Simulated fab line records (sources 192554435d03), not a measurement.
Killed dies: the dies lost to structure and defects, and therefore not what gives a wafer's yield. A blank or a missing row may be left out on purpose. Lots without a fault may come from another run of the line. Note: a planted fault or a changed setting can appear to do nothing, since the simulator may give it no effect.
Which of the tools did it? ; flow n5_finfet ; Sampling: 10 lots, 30 wafers, 4 of 1938 route steps

== WHAT THE GAUGES SHOWED, per wafer ==
N5_BEOL_M8_CD_MEAS_28: target cd 40 nm. Usual: cd_nm reads 39.97 nm (standard deviation 0.24).
lot;measured;on;cd_nm (nm);flag
L241;day 9 10:17;cd_sem-01;40.30 39.97 40.25;
L244;day 10 03:07;cd_sem-01;39.97 39.82 39.39;
L243;day 10 03:10;cd_sem-03;39.94 39.90 39.65;
L242;day 10 12:45;cd_sem-03;39.52 40.22 39.84;
L245;day 10 21:49;cd_sem-02;39.99 40.14 40.58;
L246;day 11 23:19;cd_sem-02;40.05 39.79 38.33;
L248;day 12 01:36;cd_sem-02;39.75 39.86 39.62;
L260;day 14 20:59;cd_sem-02;39.98 40.26 39.43;
L262;day 15 16:44;cd_sem-03;40.25 40.05 40.01;
L263;day 15 21:51;cd_sem-03;40.31 40.14 40.41;

N5_BEOL_M8_INSPECT_30: inspects for defects (brightfield). Usual: raw_defect_count reads 392 (standard deviation 85).
lot;measured;on;raw_defect_count;flag
L241;day 9 10:22;defect_inspect-01;387 357 410;
L244;day 10 03:12;defect_inspect-01;420 528 482;
L243;day 10 03:15;defect_inspect-02;432 382 375;
L242;day 10 12:50;defect_inspect-02;382 376 359;
L245;day 10 21:54;defect_inspect-02;500 662 413;
L246;day 11 23:25;defect_inspect-02;339 497 526;
L248;day 12 01:41;defect_inspect-01;413 428 529;
L260;day 14 21:05;defect_inspect-02;385 317 277;
L262;day 15 16:50;defect_inspect-02;340 359 321;
L263;day 15 21:56;defect_inspect-02;338 365 421;

== TOOL THAT RAN EACH LOT (tool first, then ch and the chambers of the sampled wafers, then the start) ==
lot;N5_BEOL_M8_DESCUM_16;N5_BEOL_M8_EXPOSE_25
L241;rie_diel-06 ch 0,2,3, day 9 08:29;euv_scanner-01 ch 0, day 9 10:09
L244;rie_diel-02 ch 1,2,3, day 10 01:08;euv_scanner-02 ch 0, day 10 02:59
L243;rie_diel-02 ch 0,1,3, day 10 01:49;euv_scanner-02 ch 0, day 10 03:01
L242;rie_diel-01 ch 0,2,3, day 10 10:56;euv_scanner-02 ch 0, day 10 12:38
L245;rie_diel-06 ch 0,2,3, day 10 18:55;euv_scanner-02 ch 0, day 10 21:41
L246;rie_diel-02 ch 0,1,2, day 11 18:34;euv_scanner-02 ch 0, day 11 23:11
L248;rie_diel-01 ch 1,2,3, day 12 00:26;euv_scanner-01 ch 0, day 12 01:28
L260;rie_diel-06 ch 1,3, day 14 17:13;euv_scanner-02 ch 0, day 14 20:52
L262;rie_diel-02 ch 0,3, day 15 15:58;euv_scanner-02 ch 0, day 15 16:37
L263;rie_diel-01 ch 0,1,3, day 15 18:55;euv_scanner-02 ch 0, day 15 21:43
- N5_BEOL_M8_DESCUM_16: chemistry O2, time 7.9 s.
- N5_BEOL_M8_EXPOSE_25: exposes mask V7, target cd 40 nm.

== AS READ BY THE TOOLS THEMSELVES (means over the sampled wafers that have a number; for cases with no such wafer, the mark the record gives instead) ==
N5_BEOL_M8_DESCUM_16. Usual: drypump_motor_current_A 5.5 A, standard deviation 0.34; oes_product_au 0.75 a.u., standard deviation 0.073; rf_vpp_V 242.8 V, standard deviation 1.3; showerhead_plenum_p_Torr 2.08 Torr, standard deviation 0.066; throttle_valve_pct 20.59 %, standard deviation 0.25.
lot;tool;drypump_motor_current_A (A);oes_product_au (a.u.);rf_vpp_V (V);showerhead_plenum_p_Torr (Torr);throttle_valve_pct (%);flag
L241;rie_diel-06;5.4;0.71;243.4;2.10;20.63;
L244;rie_diel-02;5.2;0.73;243.6;2.09;20.83;
L243;rie_diel-02;5.5;0.75;243.0;2.09;20.62;
L242;rie_diel-01;5.7;0.78;243.7;2.09;20.59;
L245;rie_diel-06;5.4;0.71;243.1;2.10;20.64;
L246;rie_diel-02;5.5;0.72;242.0;2.02;20.62;
L248;rie_diel-01;5.7;0.79;243.5;2.09;20.53;
L260;rie_diel-06;5.4;0.83;242.0;2.01;20.32;
L262;rie_diel-02;5.8;0.71;242.2;2.04;20.60;
L263;rie_diel-01;5.7;0.76;243.5;2.08;20.55;

== THE ANSWER, worked out from the rows above alone ==
Rule: take the mean of a lot's wafers that have a number; if it is more than 3 standard deviations from the usual mean, the lot is off. A lot without any number at a reading at which 4 lots or more have one is off too. All remaining lots with rows at the step are treated as sound. First the gauges in route order, then the tools' own readings, where a lot's mean is used as printed above. The first step at which some lot is off is used, and at that step the reading that is off furthest; a lot without a number counts as furthest.
No lot is off on any of the readings shown, so nothing can be concluded from this.

== WHAT THE SIMULATOR HAD PUT IN ==
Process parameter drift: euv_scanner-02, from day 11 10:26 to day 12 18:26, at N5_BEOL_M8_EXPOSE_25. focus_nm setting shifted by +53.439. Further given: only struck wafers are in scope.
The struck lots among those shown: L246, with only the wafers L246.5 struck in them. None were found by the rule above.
